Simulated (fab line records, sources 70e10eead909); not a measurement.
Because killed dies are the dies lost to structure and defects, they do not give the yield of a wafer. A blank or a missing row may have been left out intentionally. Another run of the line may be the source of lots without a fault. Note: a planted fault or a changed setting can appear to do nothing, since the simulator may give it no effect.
The tool behind it: which one? | flow nandHarc | 39 wafers from 13 lots sampled at 5 of the route's 1302 steps

== WHAT THE GAUGES SHOWED, per wafer ==
NHARC_HYBRID_BOND_OVL_MEAS_05.
lot  | measured     | on         | overlayXNm (nm) | overlayYNm (nm)
L386 | day 23 10:56 | overlay-01 | 28 -23 11       | 37 11 -24
L387 | day 24 10:48 | overlay-02 | -8 -1 -29       | 3 -7 -20
L392 | day 26 05:42 | overlay-01 | -11 12 -37      | 42 -24 3
L395 | day 28 21:56 | overlay-02 | 6 24 -16        | 33 29 2
L399 | day 29 09:55 | overlay-01 | 10 -19 -3       | -19 24 -19
L400 | day 29 17:02 | overlay-02 | -56 51 28       | -7 -32 -23
L401 | day 29 17:02 | overlay-01 | 4 -44 5         | 41 5 -15
L402 | day 30 07:13 | overlay-02 | -11 35 -6       | 12 49 -33
L403 | day 30 22:59 | overlay-01 | 34 -29 6        | -27 -19 73
L405 | day 31 20:50 | overlay-02 | -48 -63 28      | -16 37 -11
L406 | day 31 20:50 | overlay-01 | -3 28 17        | 40 -25 -9
L408 | day 32 10:36 | overlay-02 | 5 -46 -35       | 86 -2 -11
L409 | day 33 18:06 | overlay-02 | 11 22 -16       | 29 20 -4

NHARC_END_SORT_01.
lot  | measured     | on        | killedAtArray | killedAtOther | killedAtPeriphery | killedDies | killedOpen | killedShort
L395 | day 29 17:49 | prober-02 | 60 75 118     | 1 0 1         | 2 6 2             | 63 81 121  | 5 9 3      | 0 2 3

== TOOL THAT RAN EACH LOT (tool first, then ch and the chambers of the sampled wafers, then the start) ==
lot  | NHARC_A_STAIRCASE_ETCH_21         | NHARC_THIN_TSV_DEGAS_49     | NHARC_THIN_TSV_ETCH_59
L386 | rieDiel-05 ch 0,1,3, day 15 14:20 | pvdSputter-02, day 23 18:43 | rieMetal-01 ch 0, day 23 22:11
L387 | rieDiel-03 ch 0,1,3, day 15 21:51 | pvdSputter-03, day 24 16:20 | rieMetal-02 ch 1, day 24 19:46
L392 | rieDiel-02 ch 0,2, day 18 04:06   | pvdSputter-02, day 26 11:15 | rieMetal-02 ch 0,1, day 26 14:40
L395 | rieDiel-05 ch 0,2,3, day 20 01:03 | pvdSputter-01, day 29 06:07 | rieMetal-02 ch 0,1, day 29 09:42
L399 | rieDiel-02 ch 0,1,2, day 21 05:38 | pvdSputter-02, day 29 15:28 | rieMetal-03 ch 0,1, day 29 18:57
L400 | rieDiel-03 ch 1,3, day 21 12:22   | pvdSputter-03, day 29 22:42 | rieMetal-01 ch 0,1, day 30 01:59
L401 | rieDiel-03 ch 0,2, day 21 17:37   | pvdSputter-03, day 30 00:04 | rieMetal-02 ch 0,1, day 30 03:28
L402 | rieDiel-02 ch 1,2, day 22 12:58   | pvdSputter-02, day 30 12:53 | rieMetal-01 ch 0,1, day 30 16:16
L403 | rieDiel-02 ch 0,2,3, day 22 20:27 | pvdSputter-03, day 31 04:29 | rieMetal-03 ch 0,1, day 31 07:56
L405 | rieDiel-05 ch 1,2,3, day 24 00:28 | pvdSputter-02, day 32 05:10 | rieMetal-03 ch 0,1, day 32 08:40
L406 | rieDiel-03 ch 1,2, day 24 10:05   | pvdSputter-03, day 32 06:22 | rieMetal-02 ch 1, day 32 09:51
L408 | rieDiel-03 ch 0,1,2, day 24 22:58 | pvdSputter-01, day 32 17:23 | rieMetal-03 ch 0, day 32 20:48
L409 | rieDiel-02 ch 0,2,3, day 25 14:31 | pvdSputter-03, day 34 02:01 | rieMetal-02 ch 0,1, day 34 05:18
- NHARC_A_STAIRCASE_ETCH_21: etches the open film in C4F8/O2, target depth 100 nm, time 40.5 s.
- NHARC_THIN_TSV_DEGAS_49: time 120 s.
- NHARC_THIN_TSV_ETCH_59: etches the open film in Cl2/BCl3, target depth 880 nm, time 138.1 s.

== AS READ BY THE TOOLS THEMSELVES (means over the sampled wafers that have a number; for cases with no such wafer, the mark the record gives instead) ==
NHARC_A_STAIRCASE_ETCH_21.
lot  | tool       | oesProductAu (a.u.) | rfVppV (V)
L386 | rieDiel-05 | 0.964               | 895
L387 | rieDiel-03 | 0.946               | 898
L392 | rieDiel-02 | 0.948               | 892
L395 | rieDiel-05 | 0.941               | 893
L399 | rieDiel-02 | 0.950               | 893
L400 | rieDiel-03 | 0.931               | 897
L401 | rieDiel-03 | 0.969               | 894
L402 | rieDiel-02 | 0.981               | 889
L403 | rieDiel-02 | 0.956               | 893
L405 | rieDiel-05 | 0.945               | 896
L406 | rieDiel-03 | 0.936               | 894
L408 | rieDiel-03 | 0.939               | 895
L409 | rieDiel-02 | 0.946               | 894

NHARC_THIN_TSV_DEGAS_49.
lot  | tool          | heaterPowerW (W)
L386 | pvdSputter-02 | 443
L387 | pvdSputter-03 | 466
L392 | pvdSputter-02 | 441
L395 | pvdSputter-01 | 475
L399 | pvdSputter-02 | 478
L400 | pvdSputter-03 | 475
L401 | pvdSputter-03 | 483
L402 | pvdSputter-02 | 476
L403 | pvdSputter-03 | 450
L405 | pvdSputter-02 | 456
L406 | pvdSputter-03 | 485
L408 | pvdSputter-01 | 459
L409 | pvdSputter-03 | 493

NHARC_THIN_TSV_ETCH_59.
lot  | tool        | drypumpMotorCurrentA (A) | heBacksideLeakSccm (sccm) | oesProductAu (a.u.) | throttleValvePct (%)
L386 | rieMetal-01 | 5.57                     | 3.70                      | 1.009               | 22.259
L387 | rieMetal-02 | 5.78                     | 3.20                      | 1.006               | 22.259
L392 | rieMetal-02 | 5.63                     | 3.63                      | 1.007               | 22.263
L395 | rieMetal-02 | 5.60                     | 3.31                      | 1.010               | 22.263
L399 | rieMetal-03 | 5.62                     | 3.33                      | 1.000               | 22.261
L400 | rieMetal-01 | 5.54                     | 3.54                      | 0.998               | 22.260
L401 | rieMetal-02 | 5.71                     | 3.21                      | 1.005               | 22.271
L402 | rieMetal-01 | 5.49                     | 3.72                      | 1.008               | 22.267
L403 | rieMetal-03 | 5.69                     | 3.30                      | 0.990               | 22.266
L405 | rieMetal-03 | 5.61                     | 3.26                      | 0.996               | 22.266
L406 | rieMetal-02 | 5.78                     | 3.11                      | 1.006               | 22.268
L408 | rieMetal-03 | 5.56                     | 3.23                      | 1.003               | 22.262
L409 | rieMetal-02 | 5.61                     | 3.38                      | 1.004               | 22.262

== THE ANSWER, worked out from the rows above alone ==
Rule: what is usual is taken from the lots themselves. Put in order of their means at a reading, lots are off if they are a third of the lots or fewer, leave a main group of 4 or more, and stand apart from it by a gap of 3 or more times the standard deviation of the main group's means; of several such gaps the widest counts. If all means in a main group match to the digits the tables above print for the reading, that group is not used. A lot without any number at a reading at which 4 lots or more have one is off too. All remaining lots with rows at the step are treated as sound. Order of review: gauges by route order, followed by the tools' own readings, for which a lot's mean as printed above is used. The first step at which some lot is off is used, and at that step the reading that is off furthest; a lot without a number counts as furthest.
Nothing can be told from this: no lot is off at any reading shown.

== WHAT THE SIMULATOR HAD INSERTED ==
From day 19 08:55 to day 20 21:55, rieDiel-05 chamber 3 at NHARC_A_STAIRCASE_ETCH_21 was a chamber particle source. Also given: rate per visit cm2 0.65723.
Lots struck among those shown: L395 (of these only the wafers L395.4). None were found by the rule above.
